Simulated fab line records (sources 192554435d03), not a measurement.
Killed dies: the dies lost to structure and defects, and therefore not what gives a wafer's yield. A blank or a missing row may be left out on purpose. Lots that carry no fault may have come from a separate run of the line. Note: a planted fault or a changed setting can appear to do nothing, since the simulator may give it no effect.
Split-lot trial -- flow n5_finfet -- 21 wafers read from 7 lots, route of 1938 steps

## ABOUT THE SPLIT
At N5_BEOL_M2_EXPOSE_08 (exposes mask M2), the setting dose_mj was moved away from the recipe's 41.25 on 5 of the 21 wafers read, by -4.5% to +7.3%. The other wafers ran this setting at the recipe's value.

## FROM THE SPLIT TO THE READING: what the file shows between them, 2 steps
- N5_BEOL_M2_PEB_09: peb time 60 s
- N5_BEOL_M2_DEVELOP_10: develop time 30 s

## THE READING
Shown in nm: cd_nm at N5_BEOL_M2_CD_MEAS_11, with target cd 16.79 nm. Typical for fault-free wafers on this fab line: 16.78 nm, with standard deviation 0.23 nm.

wafer,"tool, chamber at the split",dose_mj as run,against the recipe,"cd_nm, nm",against lot-mates on the recipe
L075.1,"euv_scanner-02, 0",41.25,recipe,17.19,-
L075.3,"euv_scanner-02, 0",41.25,recipe,16.88,-
L075.5,"euv_scanner-02, 0",41.25,recipe,16.90,-
L078.3,"euv_scanner-01, 0",41.25,recipe,16.34,-
L078.4,"euv_scanner-01, 0",41.25,recipe,17.17,-
L078.6,"euv_scanner-01, 0",41.25,recipe,16.74,-
L082.1,"euv_scanner-02, 0",41.25,recipe,17.10,-
L082.3,"euv_scanner-02, 0",41.25,recipe,16.66,-
L082.5,"euv_scanner-02, 0",41.25,recipe,16.78,-
L083.4,"euv_scanner-02, 0",41.25,recipe,16.78,-
L083.5,"euv_scanner-02, 0",41.25,recipe,16.52,-
L083.6,"euv_scanner-02, 0",41.25,recipe,16.84,-
L084.1,"euv_scanner-01, 0",39.57,-4.1%,16.26,-0.73
L084.4,"euv_scanner-01, 0",41.25,recipe,16.88,-
L084.5,"euv_scanner-01, 0",41.25,recipe,17.11,-
L087.1,"euv_scanner-02, 0",39.41,-4.5%,15.82,-1.18
L087.2,"euv_scanner-02, 0",41.25,recipe,17.00,-
L087.4,"euv_scanner-02, 0",39.41,-4.5%,15.99,-1.01
L093.1,"euv_scanner-02, 0",41.25,recipe,16.84,-
L093.4,"euv_scanner-02, 0",44.28,+7.3%,17.87,+1.03
L093.5,"euv_scanner-02, 0",44.28,+7.3%,18.29,+1.45

THE FIT
A straight line over all 21 wafers: cd_nm changes by +0.176 nm for each +1% of dose_mj; r = +0.92; the points scatter about the line by 0.23 nm.
The same after taking each lot's own level away (the mean of its wafers on the recipe; 21 wafers): +0.189 nm for each +1%; r = +0.94; scatter 0.21 nm.
Per that fit: largest dose_mj move, reading shift of 1.4 nm.
The span of the lots' own levels, 16.713 to 17.000 nm, comes to 1.2 times the standard deviation stated above.
So the lot-to-lot level changes the slope little: the two slopes agree.
Check: +1.54 nm against its lot-mates is what the line predicts for one of the wafers moved furthest among these (+7.3%) when that wafer is left out of the fit. Against them it came out at +1.03 nm.

## THE WHOLE CHAIN: every reading that the file lists as answering this split, in the file's order
step,what it does,reading,change (the file's fit),r (the file's)
N5_BEOL_M2_CD_MEAS_11,target cd 16.79 nm,cd_nm,+0.188 nm for each +1% of the setting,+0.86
N5_BEOL_M2_ETCH_74,"etches underlayer in N2/H2, target depth 6.5 nm, time 5.2 s","BEOL_M2.cd_offset_nm (the simulator's own value, which no gauge read)",+0.189 nm for each +1% of the setting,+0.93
N5_BEOL_M2_ETCH_63,"etches SiARC in CF4, target depth 15.6 nm, time 26 s","BEOL_M2.cd_offset_nm (the simulator's own value, which no gauge read)",+0.183 nm for each +1% of the setting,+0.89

## THE FILE'S OWN FIT
cd_nm changes by +0.188 nm for each +1% of dose_mj, r = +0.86.
